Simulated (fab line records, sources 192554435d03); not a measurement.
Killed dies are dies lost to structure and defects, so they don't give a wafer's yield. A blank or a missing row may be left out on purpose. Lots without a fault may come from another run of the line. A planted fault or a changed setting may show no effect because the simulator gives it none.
Chamber matching | flow n5_finfet | N5_BEOL_M9_ETCH_76 on rie_diel-06: 4 sister chambers
The step etches underlayer in N2/H2, target depth 6.5 nm, time 5.2 s. 4 wafers are shown with their chamber, then 10 later ones without.

WAFERS WITH THEIR CHAMBER
wafer  | chamber | showerhead_plenum_p_Torr (Torr)
L081.6 | 2       | 2.44
L090.6 | 1       | 2.60
L089.2 | 3       | 2.39
L089.5 | 0       | 2.61

WAFERS WITHOUT THEIR CHAMBER
wafer  | showerhead_plenum_p_Torr (Torr)
L089.6 | 2.60
L091.1 | 2.61
L091.3 | 2.43
L091.6 | 2.43
L095.4 | 2.61
L095.5 | 2.61
L095.6 | 2.43
L096.1 | 2.59
L096.3 | 2.70
L096.5 | 2.70

WHICH CHAMBER EACH WENT THROUGH
wafer  | from the rows above     | in truth
L089.6 | can't be placed: 1 or 0 | 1
L091.1 | can't be placed: 0 or 1 | 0
L091.3 | can't be placed: 2 or 3 | 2
L091.6 | can't be placed: 2 or 3 | 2
L095.4 | can't be placed: 0 or 1 | 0
L095.5 | can't be placed: 0 or 1 | 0
L095.6 | can't be placed: 2 or 3 | 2
L096.1 | can't be placed: 1 or 0 | 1
L096.3 | can't be placed: 0 or 1 | 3
L096.5 | can't be placed: 0 or 1 | 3
Placed correctly: 0 of 10. Can't be placed from these rows: 10 (the true chamber is among the candidates in 8). Placed wrongly: 0.
How it was worked out, from the rows above alone: a wafer's distance from a chamber is the root of the sum, over the readings, of the square of ((its reading less the chamber's mean) divided by the reading's scatter). The wafer belongs to the nearest chamber; if the next one is less than 2 further off, it can't be placed. A chamber's mean is the mean of its shown wafers. The scatter: with one shown wafer a chamber, the root of the mean of the squares of how far each hidden wafer lies from its nearest shown one.
